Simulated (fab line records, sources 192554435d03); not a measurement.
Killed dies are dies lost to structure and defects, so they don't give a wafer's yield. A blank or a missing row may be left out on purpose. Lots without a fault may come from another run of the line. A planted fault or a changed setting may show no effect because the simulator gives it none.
A struck lot beside a sound one | flow n5_finfet | 39 steps out of a route of 1938
Sound: wafers L872.1, L872.2, L872.4. Struck: wafers L859.2, L859.4. (L859.1 of the same lot was not struck and is left out.) The cause comes at the end.
At each step with rows: each side's tool, then ch and its chambers, then its first start. Under that, the readings that differ: sound wafers | struck wafers | difference of the means | sigmas: that difference in standard deviations of wafers without a fault.
alike: readings whose means differ by less than 2 such deviations, and words and numbers that are the same on both sides. not compared: withheld readings, readings that some wafer has no value for, bounds like >300 that may hide the same value, and numbers for which the record gives no deviation and whose values overlap.
The two part at a step that has a row with sigmas, a row that says differs or no value, or rows on one side only. Numbers that don't overlap but have no deviation are shown without sigmas and don't part them. A reading that every wafer of one side lacks parts them only if that side has two wafers or more.

first, 10 steps without rows for these wafers: N5_DUMMY_GATE_ETCH_23 (etches poly-Si in HBr/Cl2/O2, target depth 41 nm, time 22.3 s); N5_DUMMY_GATE_ETCH_44 (etches poly-Si in HBr/O2, stops on SiO2, target depth 127.5 nm); N5_DUMMY_GATE_ETCH_42 (etches SiO2 in CHF3/O2, target depth 3.5 nm, time 31 s); N5_DUMMY_GATE_STRIP_48 (strips in N2/H2, time 20 s); N5_DUMMY_GATE_PRECLEAN_33 (cleans in dHF, time 10 s); N5_DUMMY_GATE_PRECLEAN_25 (cleans in O3/DIW, time 45 s); N5_DUMMY_GATE_PRECLEAN_51 (cleans in SC2, time 45 s); N5_DUMMY_GATE_SRD_26 (time 30 s); N5_DUMMY_GATE_UV_OZONE_45 (time 120 s); N5_SPACER0_ALD_07 (deposits SiNx, target thk 2 nm).
N5_SPACER0_ALD_00: deposits SiOCN, target thk 3.5 nm, pulse time 3 s, purge time 2 s.
  sound on ald_sin-03 ch 0,1,3, day 8 12:59; struck on ald_sin-04 ch 3, day 5 07:03
  reading                                   | sound       | struck | difference | sigmas
  ald_cycles                                | 58 58 58    | 65 65  | +7         |
  model.SiOCN_of_SPACER0_ALD_00.thk_nm (nm) | 3.6 3.4 3.4 | 4 3.8  | +0         |
  alike: heater_power_w, precursor_pulse_height_rel
then, 25 steps without rows for these wafers: N5_SPACER0_ALD_08 (deposits SiNx, target thk 2 nm); N5_SD_EPI_N_COAT_32 (time 60 s, resist thk 350 nm); N5_SD_EPI_N_COAT_33 (time 60 s, resist thk 35 nm); N5_SD_EPI_N_COAT_03 (resist thk 150 nm); N5_SD_EPI_N_EBR_05; N5_SD_EPI_N_SOFTBAKE_04 (time 60 s); N5_SD_EPI_N_EXPOSE_06 (exposes mask SD N BLK, target cd 120 nm); N5_SD_EPI_N_PEB_07 (peb time 60 s); N5_SD_EPI_N_DEVELOP_08 (develop time 30 s); N5_SD_EPI_N_DESCUM_14 (chemistry O2, time 7.9 s); N5_SD_EPI_N_ETCH_34 (etches SiARC in CF4, target depth 45.5 nm, time 75.8 s); N5_SD_EPI_N_ETCH_35 (etches SOC in N2/H2, overetch 108 nm, time 486 s); N5_SD_EPI_N_STRIP_36 (strips in N2/H2); N5_SD_EPI_N_ETCHBACK_44 (etches SiNx in CH3F/O2, stops on SiO2, target depth 14.5 nm); N5_SD_EPI_N_ETCH_45 (etches SiOCN in CH3F/O2, target depth 6 nm); N5_SD_EPI_N_ETCH_16 (etches SiO2 in CHF3/O2, target depth 5 nm); N5_SD_EPI_N_STRIP_47 (strips in CHF3/O2); N5_SD_EPI_N_SD_RECESS_17 (chemistry HBr/Cl2/O2, target depth 41 nm, time 23.7 s, bt time 3 s); N5_SD_EPI_N_STRIP_38 (strips in N2/H2); N5_SD_EPI_N_WET_ETCH_43 (etches SiO2 in dHF, time 14 s, target depth 1.5 nm); N5_SD_EPI_N_STRIP_18 (strips in SPM, time 750 s); N5_SD_EPI_N_SRD_20 (time 30 s); N5_SD_EPI_N_PRECLEAN_48 (cleans in NF3:NH3, afs cycles 2, time 20 s, sublimation time 60 s); N5_SD_EPI_N_VAPOR_ETCH_50 (etches Si in HCl, time 54 s); N5_SD_EPI_N_EPI_21 (deposits Si:P, time 690 s).
N5_SD_EPI_P_PRECLEAN_32: cleans in dHF, time 10 s.
  sound on wet_bench-01 ch 4,6,7, day 8 22:49; struck on wet_bench-01 ch 5,6, day 5 17:01
  reading                                   | sound       | struck  | difference | sigmas
  model.SiOCN_of_SPACER0_ALD_00.thk_nm (nm) | 3.4 3.4 3.4 | 3.8 3.8 | +0.4       |
-- the record jumps here: 5 days lie between the struck wafers' starts before and after (it left off in module SD_EPI_P and takes up again in module BEOL_M4, whose first step shown is number 1111 of the route) --
N5_BEOL_M4_RC_MEAS_101:
  sound on prober-02 ch 0, day 14 07:03; struck on prober-01 ch 0, day 10 19:35
  reading       | sound       | struck  | difference | sigmas
  ION_N (uA/um) | 681 670 697 | 649 634 | -41        | -3
  VT_N (mV)     | 248 250 248 | 260 261 | +12        | +3
  alike: DIBL_N, DIBL_P, IOFF_N, IOFF_P, ION_P, SS_N, SS_P, VT_P
-- the record jumps here: 5 days lie between the struck wafers' starts before and after (it left off in module BEOL_M4 and takes up again in module PASSIVATION, whose first step shown is number 1936 of the route) --
N5_PASSIVATION_PROBE_49:
  sound on prober-01, day 18 15:43; struck on prober-01, day 15 19:30
  reading         | sound    | struck | difference | sigmas
  killed_at_M4_up | 11 14 14 | 36 22  | +16        | +3
  alike: defect_limited_yield, killed_at_M0_to_M3, killed_at_contacts, killed_at_front_end, killed_at_other, killed_dies, killed_on_rim, killed_open, killed_short, sort_bin_5_function, sort_bin_6_memory, sort_bin_8_speed, sort_n_pass, sort_yield_pct

WHERE THEY PART
First at N5_BEOL_M4_RC_MEAS_101; last, within this record, at N5_PASSIVATION_PROBE_49.

WHY: what the simulator had put in
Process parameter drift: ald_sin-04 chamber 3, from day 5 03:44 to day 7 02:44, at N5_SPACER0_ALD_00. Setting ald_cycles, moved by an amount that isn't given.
